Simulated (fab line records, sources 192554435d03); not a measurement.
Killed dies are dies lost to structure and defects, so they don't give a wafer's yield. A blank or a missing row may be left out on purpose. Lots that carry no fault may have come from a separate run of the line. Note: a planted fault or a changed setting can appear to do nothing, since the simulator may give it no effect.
A struck lot beside a sound one | flow n5Finfet | 37 out of 1938 route steps
Sound: these wafers, L273.2, L273.4, L273.5. Struck: wafer L258.3 (L258.4, L258.6, from the same lot, were not struck and are left out); the cause is given at the end.
At each step with rows: each side's tool, then ch and its chambers, then its first start. Under that, the readings that differ: sound wafers | struck wafers | difference of the means | sigmas: that difference in standard deviations of wafers without a fault.
alike: readings with means less than 2 such deviations apart, plus words and numbers identical on both sides. not compared: withheld readings, readings lacking a value on some wafer, bounds such as >300 that could conceal the same value, and numbers that have no deviation in the record and whose values overlap.
Wherever a step has rows on one side only, a row that says differs or no value, or a row with sigmas, the two part there. When numbers do not overlap yet have no deviation, they are printed without sigmas and do not part them. A reading that every wafer of one side lacks parts them only if that side has two wafers or more.

first, 9 steps without rows for these wafers: N5_BEOL_M2_ANNEAL_95 (time 240 s); N5_BEOL_M2_SPUTTER_96 (material Cu, target thk 4.5 nm, time 8.29 s); N5_BEOL_M2_ECD_50 (material Cu, target thk 300 nm); N5_BEOL_M2_ANNEAL_51 (time 90 s); N5_BEOL_M2_CMP_52 (polishes, stops on SiOC, t overpolish 6.8 s, target thk 40 nm); N5_BEOL_M2_PRE_CLEAN_60 (time 15 s); N5_BEOL_M2_CO_CAP_55 (material Co, precursor CCTBA/H2, target thk 2 nm, time 102.1 s); N5_BEOL_M2_PRE_CLEAN_56 (time 15 s); N5_BEOL_M2_DEP_57 (deposits SiCN from 3MS/NH3, target thk 8 nm, time 14 s).
N5_BEOL_M3_ILD_DEP_00: deposits SiOC from DEMS/O2, target thk 79 nm, time 15.3 s.
  sound on pecvd-04 ch 0,2, day 11 17:25; struck on pecvd-01 ch 1, day 8 15:34
reading                                     | sound        | struck | difference | sigmas
model.SiOC_of_BEOL_M3_ILD_DEP_00.thkNm (nm) | 77.4 79 78.8 | 73     | -5         | 
  alike: heaterPowerW, showerheadPlenumPTorr, throttleValvePct
  not compared: sinceWetCleanH
N5_BEOL_M3_THK_MEAS_01:
  sound on filmMetro-01 at day 11 17:29; struck on filmMetro-02 at day 8 15:39
reading         | sound          | struck | difference | sigmas
M3_ILD_THK (nm) | 77.4 79.0 78.7 | 73.0   | -5.4       | -5
then, 24 steps without rows for these wafers: N5_BEOL_M3_PECVD_72 (deposits SiO2 from TEOS/O2, target thk 16 nm, time 18 s); N5_BEOL_M3_HM_DEP_02 (deposits TiN, target thk 20 nm); N5_BEOL_M3_COAT_61 (time 60 s, resist thk 60 nm); N5_BEOL_M3_COAT_62 (time 60 s, resist thk 12 nm); N5_BEOL_M3_COAT_73 (time 60 s, resist thk 5 nm); N5_BEOL_M3_COAT_05 (resist thk 30 nm); N5_BEOL_M3_EBR_07; N5_BEOL_M3_SOFTBAKE_06 (time 60 s); N5_BEOL_M3_EXPOSE_08 (exposes mask M3); N5_BEOL_M3_PEB_09 (peb time 60 s); N5_BEOL_M3_DEVELOP_10 (develop time 30 s); N5_BEOL_M3_DESCUM_16 (chemistry O2, time 7 s); N5_BEOL_M3_ETCH_74 (etches underlayer in N2/H2, target depth 6.5 nm, time 5.2 s); N5_BEOL_M3_ETCH_63 (etches SiARC in CF4, target depth 15.6 nm, time 26 s); N5_BEOL_M3_ETCH_64 (etches SOC in N2/H2, target depth 75 nm, overetch 15 nm, time 112.5 s); N5_BEOL_M3_STRIP_65 (strips in N2/H2); N5_BEOL_M3_STRIP_75 (strips in N2/H2); N5_BEOL_M3_STRIP_66 (strips in CF4); N5_BEOL_M3_HM_OPEN_17 (chemistry Cl2/BCl3, target TiN, target depth 20 nm, overetch 6 nm); N5_BEOL_M3_STRIP_19 (strips in O2); N5_BEOL_M3_COAT_67 (time 60 s, resist thk 60 nm); N5_BEOL_M3_COAT_68 (time 60 s, resist thk 12 nm); N5_BEOL_M3_COAT_76 (time 60 s, resist thk 5 nm); N5_BEOL_M3_COAT_22 (resist thk 30 nm).
N5_BEOL_M3_CMP_52: polishes, stops on SiOC, t overpolish 6.8 s, target thk 40 nm.
  sound on cmp-03 ch 0,1,3, day 12 05:01; struck on cmp-01 ch 3, day 9 01:14
reading                                     | sound        | struck | difference | sigmas
motorCurrentA (A)                           | 6.3 6.0 5.3  | 4.9    | -1.0       | -2
model.SiOC_of_BEOL_M3_ILD_DEP_00.thkNm (nm) | 74.4 76 75.8 | 70     | -5         | 
model.Cu_of_BEOL_M3_ECD_50.thkNm (nm)       | 39.8 41.4 41 | 33.2   | -7.5       | 
  alike: clearingPlatenDownForcePsi, slurryFlowMlMin
N5_BEOL_M4_RC_MEAS_101:
  sound on prober-02 ch 0, day 12 20:56; struck on prober-02 ch 0, day 9 17:01
  alike: DIBL_N, DIBL_P, IOFF_N, IOFF_P, ION_N, ION_P, SS_N, SS_P, VT_N, VT_P

## WHERE THEY PART
First at N5_BEOL_M3_THK_MEAS_01; last, within this record, at N5_BEOL_M3_CMP_52. Later steps at which nothing parts them and some readings are alike: N5_BEOL_M4_RC_MEAS_101.

WHY: the cause the simulator had injected
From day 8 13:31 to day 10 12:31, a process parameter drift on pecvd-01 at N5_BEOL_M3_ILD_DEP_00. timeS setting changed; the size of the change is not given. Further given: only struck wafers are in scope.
